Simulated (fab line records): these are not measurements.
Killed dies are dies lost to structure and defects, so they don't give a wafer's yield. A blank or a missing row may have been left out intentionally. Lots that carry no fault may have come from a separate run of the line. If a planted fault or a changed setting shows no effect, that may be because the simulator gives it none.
Matching of chambers :: flow nand harc :: 4 sister chambers for NHARC_A_CHANNEL_FILL_D1_STRIP_28 on rie diel-06
The step strips in O2, time 20 s. 4 wafers are shown with their chamber, then 12 later ones without.

WAFERS PAIRED WITH THEIR CHAMBERS
wafer: L086.2
chamber: 3
showerhead plenum p Torr (Torr): 3.64

wafer: L086.3
chamber: 0
showerhead plenum p Torr (Torr): 3.59

wafer: L088.2
chamber: 2
showerhead plenum p Torr (Torr): 3.52

wafer: L088.5
chamber: 1
showerhead plenum p Torr (Torr): 3.68

WAFERS MISSING THEIR CHAMBER
wafer: L091.1
showerhead plenum p Torr (Torr): 3.63

wafer: L091.3
showerhead plenum p Torr (Torr): 3.58

wafer: L091.4
showerhead plenum p Torr (Torr): 3.52

wafer: L092.1
showerhead plenum p Torr (Torr): 3.63

wafer: L092.2
showerhead plenum p Torr (Torr): 3.58

wafer: L092.5
showerhead plenum p Torr (Torr): 3.58

wafer: L093.3
showerhead plenum p Torr (Torr): 3.58

wafer: L093.5
showerhead plenum p Torr (Torr): 3.63

wafer: L093.6
showerhead plenum p Torr (Torr): 3.68

wafer: L095.2
showerhead plenum p Torr (Torr): 3.63

wafer: L095.5
showerhead plenum p Torr (Torr): 3.52

wafer: L095.6
showerhead plenum p Torr (Torr): 3.68

EACH ONE'S CHAMBER
wafer: L091.1
from the rows above: 3
in truth: 3

wafer: L091.3
from the rows above: 0
in truth: 0

wafer: L091.4
from the rows above: 2
in truth: 2

wafer: L092.1
from the rows above: 3
in truth: 3

wafer: L092.2
from the rows above: 0
in truth: 0

wafer: L092.5
from the rows above: 0
in truth: 0

wafer: L093.3
from the rows above: 0
in truth: 0

wafer: L093.5
from the rows above: 3
in truth: 3

wafer: L093.6
from the rows above: 1
in truth: 1

wafer: L095.2
from the rows above: 3
in truth: 3

wafer: L095.5
from the rows above: 2
in truth: 2

wafer: L095.6
from the rows above: 1
in truth: 1
Placed correctly: 12 of 12. Can't be placed from these rows: 0. Wrongly placed: 0.
How it was worked out, from the rows above alone: a wafer's distance from a chamber is the root of the sum, over the readings, of the square of ((its reading less the chamber's mean) divided by the reading's scatter). The wafer belongs to the nearest chamber; if the next one is less than 2 further off, it can't be placed. Each chamber's mean is taken over the wafers shown for it. The scatter (one wafer shown for each chamber): square how far every hidden wafer sits from the nearest shown wafer, average those squares and take the square root.
